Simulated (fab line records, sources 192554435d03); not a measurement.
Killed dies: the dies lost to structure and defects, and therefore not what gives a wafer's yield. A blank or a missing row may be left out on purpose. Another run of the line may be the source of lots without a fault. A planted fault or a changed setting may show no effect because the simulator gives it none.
Matching of chambers / flow n5 finfet / 4 sister chambers for N5_BEOL_M3_ETCH_64 on rie diel-02
The step etches SOC in N2/H2, target depth 75 nm, overetch 15 nm, time 112.5 s. 14 wafers are shown with their chamber, then 7 later ones without.

== WAFERS PAIRED WITH THEIR CHAMBERS ==
wafer=L076.1; chamber=3; drypump motor current A (A)=5.0; showerhead plenum p Torr (Torr)=2.71; throttle valve pct (%)=17.77
wafer=L076.4; chamber=2; drypump motor current A (A)=5.7; showerhead plenum p Torr (Torr)=2.52; throttle valve pct (%)=18.11
wafer=L076.5; chamber=3; drypump motor current A (A)=5.0; showerhead plenum p Torr (Torr)=2.71; throttle valve pct (%)=17.78
wafer=L083.2; chamber=2; drypump motor current A (A)=5.7; showerhead plenum p Torr (Torr)=2.52; throttle valve pct (%)=18.14
wafer=L083.3; chamber=0; drypump motor current A (A)=5.8; showerhead plenum p Torr (Torr)=2.49; throttle valve pct (%)=17.49
wafer=L083.5; chamber=3; drypump motor current A (A)=5.0; showerhead plenum p Torr (Torr)=2.70; throttle valve pct (%)=17.80
wafer=L084.1; chamber=0; drypump motor current A (A)=5.8; showerhead plenum p Torr (Torr)=2.49; throttle valve pct (%)=17.49
wafer=L084.2; chamber=1; drypump motor current A (A)=5.6; showerhead plenum p Torr (Torr)=2.64; throttle valve pct (%)=18.12
wafer=L084.3; chamber=3; drypump motor current A (A)=5.0; showerhead plenum p Torr (Torr)=2.70; throttle valve pct (%)=17.81
wafer=L084.4; chamber=2; drypump motor current A (A)=5.6; showerhead plenum p Torr (Torr)=2.52; throttle valve pct (%)=18.14
wafer=L084.5; chamber=2; drypump motor current A (A)=5.7; showerhead plenum p Torr (Torr)=2.52; throttle valve pct (%)=18.14
wafer=L084.6; chamber=1; drypump motor current A (A)=5.6; showerhead plenum p Torr (Torr)=2.64; throttle valve pct (%)=18.09
wafer=L091.1; chamber=2; drypump motor current A (A)=5.7; showerhead plenum p Torr (Torr)=2.51; throttle valve pct (%)=18.16
wafer=L091.2; chamber=0; drypump motor current A (A)=5.8; showerhead plenum p Torr (Torr)=2.48; throttle valve pct (%)=17.52

SIGNATURES (averages over the wafers above)
reading=drypump motor current A; chamber 0=5.800; chamber 1=5.600; chamber 2=5.680; chamber 3=5.000; scatter within a chamber=0.0283
reading=showerhead plenum p Torr; chamber 0=2.4867; chamber 1=2.6400; chamber 2=2.5180; chamber 3=2.7050; scatter within a chamber=0.00497
reading=throttle valve pct; chamber 0=17.5000; chamber 1=18.1050; chamber 2=18.1380; chamber 3=17.7900; scatter within a chamber=0.0182
Rule: for a wafer and a chamber, the distance is found by dividing, reading by reading, the gap between the wafer's reading and the chamber's mean by the reading's scatter, squaring, summing and taking the root. If the next closest chamber is less than 2 further off than the closest, the wafer can't be placed; otherwise it belongs to the closest. The scatter: take each reading less its chamber's mean, square it, sum over the shown wafers, divide by the number of wafers less the number of chambers, and take the root.

== WAFERS WHOSE CHAMBER IS MISSING ==
wafer=L091.3; drypump motor current A (A)=5.6; showerhead plenum p Torr (Torr)=2.63; throttle valve pct (%)=18.15
wafer=L091.4; drypump motor current A (A)=5.0; showerhead plenum p Torr (Torr)=2.69; throttle valve pct (%)=17.83
wafer=L091.5; drypump motor current A (A)=5.7; showerhead plenum p Torr (Torr)=2.51; throttle valve pct (%)=18.16
wafer=L091.6; drypump motor current A (A)=5.6; showerhead plenum p Torr (Torr)=2.63; throttle valve pct (%)=18.15
wafer=L097.1; drypump motor current A (A)=5.6; showerhead plenum p Torr (Torr)=2.63; throttle valve pct (%)=18.16
wafer=L097.5; drypump motor current A (A)=5.6; showerhead plenum p Torr (Torr)=2.63; throttle valve pct (%)=18.16
wafer=L097.6; drypump motor current A (A)=5.7; showerhead plenum p Torr (Torr)=2.51; throttle valve pct (%)=18.19

== CHAMBER TAKEN BY EACH ==
wafer=L091.3; from the rows above=1; in truth=1
wafer=L091.4; from the rows above=3; in truth=3
wafer=L091.5; from the rows above=2; in truth=2
wafer=L091.6; from the rows above=1; in truth=1
wafer=L097.1; from the rows above=1; in truth=1
wafer=L097.5; from the rows above=1; in truth=1
wafer=L097.6; from the rows above=2; in truth=2
Placed correctly: 7 of 7. Can't be placed from these rows: 0. Placed wrongly: 0.
